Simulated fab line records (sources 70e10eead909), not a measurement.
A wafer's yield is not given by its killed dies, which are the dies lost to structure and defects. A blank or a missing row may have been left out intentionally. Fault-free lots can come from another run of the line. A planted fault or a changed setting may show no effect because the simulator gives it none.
Matching of chambers -- flow nand-harc -- NHARC_P_BONDPAD_DESCUM_11 on rie-diel-06 has 4 sister chambers
The step chemistry O2, time 3 s. 14 wafers are shown with their chamber, then 7 later ones without.

== WAFERS WITH THEIR CHAMBER ==
wafer,chamber,drypump-motor-current-A (A),oes-product-au (a.u.),rf-vpp-V (V)
L340.1,0,5.8,1.001,57.8
L340.4,0,5.8,1.007,57.2
L340.5,2,5.1,0.985,59.0
L342.1,2,5.1,0.997,57.7
L342.2,3,6.0,1.001,58.0
L342.6,1,6.0,1.002,57.0
L341.2,2,5.0,0.982,58.7
L341.4,2,5.0,0.991,58.9
L341.6,3,6.0,1.003,56.5
L345.2,3,6.0,1.008,57.6
L345.3,0,5.8,0.995,57.3
L345.5,0,5.8,1.004,56.6
L355.1,0,5.8,1.010,58.3
L355.4,1,6.0,1.005,57.1

SIGNATURES (averages over the wafers above)
reading,chamber 0,chamber 1,chamber 2,chamber 3,scatter within a chamber
drypump-motor-current-A,5.800,6.000,5.050,6.000,0.0316
oes-product-au,1.00340,1.00350,0.98875,1.00400,0.00544
rf-vpp-V,57.440,57.050,58.575,57.367,0.627
Rule: for each reading, subtract the chamber's mean from the wafer's reading, divide by that reading's scatter and square the result; add these up over the readings and take the root, which gives the wafer's distance from the chamber. If the next closest chamber is less than 2 further off than the closest, the wafer can't be placed; otherwise it belongs to the closest. The scatter: take each reading less its chamber's mean, square it, sum over the shown wafers, divide by the number of wafers less the number of chambers, and take the root.

== WAFERS WHOSE CHAMBER IS MISSING ==
wafer,drypump-motor-current-A (A),oes-product-au (a.u.),rf-vpp-V (V)
L355.5,6.1,1.008,58.2
L358.2,5.0,1.006,57.4
L358.3,5.8,1.002,58.4
L358.6,5.8,0.997,57.6
L363.3,6.0,1.002,58.7
L363.4,6.0,0.985,59.3
L363.6,5.1,1.000,56.6

== EACH ONE'S CHAMBER ==
wafer,from the rows above,in truth
L355.5,can't be placed: 3 or 1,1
L358.2,2,2
L358.3,0,0
L358.6,0,0
L363.3,can't be placed: 3 or 1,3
L363.4,can't be placed: 3 or 1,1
L363.6,2,2
Correctly placed: 4 of 7. Unplaceable from these rows: 3, with the true chamber sitting among the candidates in 3. Number placed wrongly: 0.
